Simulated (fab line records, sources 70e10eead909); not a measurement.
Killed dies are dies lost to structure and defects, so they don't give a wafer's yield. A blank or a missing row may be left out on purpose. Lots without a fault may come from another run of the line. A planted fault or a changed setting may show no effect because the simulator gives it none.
One fault seen from 3 desks | flow nand_harc | each desk has only its own numbers; what lay behind them comes last

THE TOOL OWNER'S DESK: arfi_scanner-02
The tool's own readings at NHARC_A_BLC_EXPOSE_07 (exposes mask A BLC, target cd 100 nm): means of the sampled wafers that have a number, for each lot that ran on this tool. A lot is out of limits, marked OUT, if its mean lies more than 4 standard deviations from the usual mean; the brackets give that distance.
Columns: A = exposure_dose_mJ_cm2 at NHARC_A_BLC_EXPOSE_07, usual 67.94
lot  | first seen here | A
L962 | day 17 18:21    | 68.03
L965 | day 18 11:43    | 68.04
L966 | day 18 16:22    | 73.55 (+79) OUT
L967 | day 19 07:29    | 72.47 (+64) OUT
This desk's finding: out of limits on L966, L967; first on L966, day 18 16:22 (exposure_dose_mJ_cm2 at NHARC_A_BLC_EXPOSE_07). In limits: L962, L965.

THE METROLOGY DESK
What the gauges read, lot by lot, whatever tool the lot ran on: means of the sampled wafers that have a number. A lot is out of limits, marked OUT, if its mean lies more than 4 standard deviations from the usual mean; the brackets give that distance.
Columns: A = cd_nm at NHARC_A_BLC_CD_MEAS_10, usual 99.9 nm
lot  | first seen here | A
L962 | day 17 18:29    | 100.1
L959 | day 17 19:15    | 100.3
L961 | day 18 01:11    | 100.5
L965 | day 18 11:51    | 99.4
L966 | day 18 16:30    | 105.2 (+9.2) OUT
L967 | day 19 07:38    | 104.2 (+7.5) OUT
L976 | day 21 14:01    | 99.6
L977 | day 22 00:08    | 99.4
L981 | day 22 11:40    | 99.6
L979 | day 22 17:21    | 99.5
L980 | day 22 23:17    | 99.7
L982 | day 23 17:07    | 100.4
This desk's finding: out of limits on L966, L967; first on L966, day 18 16:30 (cd_nm at NHARC_A_BLC_CD_MEAS_10). In limits: L962, L959, L961, L965, L976, L977, L981, L979, L980, L982.

THE DEFECT DESK
What the inspections along the route counted, lot by lot: means of the sampled wafers that have a number. A lot is out of limits, marked OUT, if its mean lies more than 4 standard deviations from the usual mean; the brackets give that distance.
Columns: A = raw_defect_count at NHARC_A_BLC_INSPECT_12, usual 33
lot  | first seen here | A
L962 | day 17 18:37    | 21
L959 | day 17 19:22    | 10
L961 | day 18 01:19    | 22
L965 | day 18 11:59    | 39
L966 | day 18 16:38    | 33
L967 | day 19 07:45    | 29
L976 | day 21 14:08    | 42
L977 | day 22 00:16    | 20
L981 | day 22 11:47    | 28
L979 | day 22 17:29    | 58
L980 | day 22 23:24    | 43
L982 | day 23 17:14    | 23
This desk's finding: nothing out of limits on any of the 12 lots.

PUT TOGETHER
The tool owner's desk could have raised an alarm at day 18 16:22, on L966, L967.
The metrology desk could have raised an alarm at day 18 16:30, on L966, L967.
The defect desk saw nothing out of limits.
The defect desk has L966, L967 on record, within its limits.
Of the lots named, all ran NHARC_A_BLC_EXPOSE_07 on arfi_scanner-02.

WHAT THE SIMULATOR HAD PUT IN
Process parameter drift: arfi_scanner-02, from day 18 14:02 on, at NHARC_A_BLC_EXPOSE_07. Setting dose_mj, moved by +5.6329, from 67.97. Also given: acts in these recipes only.
Lots struck among those shown: L966, L967.
Hours from the fault's start to each desk's first reading out of limits: the tool owner's desk, 2; the metrology desk, 2.
